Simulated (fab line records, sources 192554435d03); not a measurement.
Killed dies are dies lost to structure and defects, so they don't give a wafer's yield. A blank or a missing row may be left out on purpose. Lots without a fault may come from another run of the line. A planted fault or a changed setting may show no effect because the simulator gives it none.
A struck lot beside a sound one | flow n5_finfet | 23 steps out of a route of 1938
Sound: wafers L950.3, L950.4, L950.6. Struck: wafers L947.4, L947.5, L947.6. The cause comes at the end.
At each step with rows: each side's tool, then ch and its chambers, then its first start. Under that, the readings that differ: sound wafers | struck wafers | difference of the means | sigmas: that difference in standard deviations of wafers without a fault.
alike: readings whose means differ by less than 2 such deviations, and words and numbers that are the same on both sides. not compared: withheld readings, readings that some wafer has no value for, bounds like >300 that may hide the same value, and numbers for which the record gives no deviation and whose values overlap.
The two part at a step that has a row with sigmas, a row that says differs or no value, or rows on one side only. Numbers that don't overlap but have no deviation are shown without sigmas and don't part them. A reading that every wafer of one side lacks parts them only if that side has two wafers or more.

first, 9 steps without rows for these wafers: N5_GATE_CUT_VAPOR_ETCH_51 (etches HfO2 in BCl3/Cl2); N5_GATE_CUT_STRIP_21 (strips in N2/H2, time 30 s); N5_GATE_CUT_STRIP_29 (strips in post etch residue remover, time 60 s); N5_GATE_CUT_SRD_52 (time 30 s); N5_GATE_CUT_ALD_22 (deposits SiNx, target thk 16 nm, pulse time 1 s, ald cycles 320); N5_GATE_CUT_CMP_23 (polishes, stops on SiO2, t overpolish 23.4 s, target thk 16 nm); N5_GATE_CUT_CMP_43 (polishes SiO2); N5_GATE_CUT_CMP_61 (polishes, stops on SiNx, t overpolish 3 s); N5_MOL_CONTACT_COAG_COAT_103 (time 60 s, resist thk 80 nm).
N5_MOL_CONTACT_COAG_COAT_104: time 60 s, resist thk 12 nm.
  sound on litho_track-05 ch 0, day 9 20:31; struck on litho_track-01 ch 0, day 9 03:51
  reading                                              | sound                | struck               | difference | sigmas
  spin_speed_rpm (rpm)                                 | 1500.1 1499.1 1498.0 | 1243.7 1244.7 1244.3 | -254.8     | -99 or more
  model.SiARC_of_MOL_CONTACT_COAG_COAT_104.thk_nm (nm) | 12 12 12             | 13.2 13.2 13.2       | +1.2       |
  alike: exhaust_pa, plate_temp_C
then, 9 steps without rows for these wafers: N5_MOL_CONTACT_COAG_COAT_58 (time 60 s, resist thk 10 nm); N5_MOL_CONTACT_COAG_COAT_02 (resist thk 30 nm); N5_MOL_CONTACT_COAG_EBR_04; N5_MOL_CONTACT_COAG_SOFTBAKE_03 (time 60 s); N5_MOL_CONTACT_COAG_EXPOSE_05 (exposes mask CA, defocus 0 nm); N5_MOL_CONTACT_COAG_PEB_06 (peb time 60 s); N5_MOL_CONTACT_COAG_DEVELOP_07 (develop time 30 s); N5_MOL_CONTACT_COAG_DESCUM_13 (chemistry O2, time 7 s); N5_MOL_CONTACT_COAG_ETCH_59 (etches underlayer in N2/H2, target depth 13 nm, time 10.4 s).
N5_MOL_CONTACT_COAG_ETCH_105: etches SiARC in CF4, target depth 15.6 nm, time 26 s.
  sound on rie_diel-01 ch 0,1, day 9 21:04; struck on rie_diel-04 ch 0,2,3, day 9 04:44
  reading                                               | sound             | struck            | difference | sigmas
  drypump_motor_current_A (A)                           | 6.6 6.4 6.6       | 5.2 6.0 5.4       | -1.0       | -2
  etch_rf_on_time_s (s)                                 | 25.6 25.9 25.7    | 28.6 28.2 29.1    | +2.9       | +8
  model.etch.depth_nm (nm)                              | 11.99 12.01 12.01 | 13.15 13.12 13.12 | +1.13      |
  model.CAR-EUV_of_MOL_CONTACT_COAG_COAT_02.thk_nm (nm) | 5.4 5.4 5.4       | 4.4 4.6 4.6       | -0.9       |
  alike: oes_product_au, rf_vpp_V, showerhead_plenum_p_Torr, throttle_valve_pct
  not compared: rf_hours_counter_h
N5_MOL_CONTACT_COAG_ETCH_106: etches SOC in N2/H2, target depth 80 nm, overetch 16 nm, time 120 s.
  sound on rie_diel-01 ch 0,1, day 9 21:06; struck on rie_diel-04 ch 0,2,3, day 9 04:46
  reading                                              | sound       | struck      | difference | sigmas
  drypump_motor_current_A (A)                          | 6.6 6.4 6.6 | 5.2 6.0 5.4 | -1.0       | -2
  model.SiARC_of_MOL_CONTACT_COAG_COAT_104.thk_nm (nm) | 6.2 6.2 6.2 | 7.6 7.6 7.6 | +1.4       |
  alike: oes_product_au, rf_vpp_V, showerhead_plenum_p_Torr, throttle_valve_pct
  not compared: rf_hours_counter_h
then, 1 step without rows for these wafers: N5_MOL_CONTACT_COAG_STRIP_107 (strips in N2/H2).
-- the record jumps here: 3 days lie between the struck wafers' starts before and after (it left off in module MOL_CONTACT_COAG and takes up again in module BEOL_M4, whose first step shown is number 1111 of the route) --
N5_BEOL_M4_RC_MEAS_101:
  sound on prober-01 ch 0, day 12 22:47; struck on prober-02 ch 0, day 12 05:38
  alike: DIBL_N, DIBL_P, IOFF_N, IOFF_P, ION_N, ION_P, SS_N, SS_P, VT_N, VT_P

WHERE THEY PART
First at N5_MOL_CONTACT_COAG_COAT_104; last, within this record, at N5_MOL_CONTACT_COAG_ETCH_106. Later steps at which nothing parts them and some readings are alike: N5_BEOL_M4_RC_MEAS_101.

WHY: what the simulator had put in
Process parameter drift: litho_track-01, from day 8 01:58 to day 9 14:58, at N5_MOL_CONTACT_COAG_COAT_104. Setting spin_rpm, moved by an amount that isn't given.
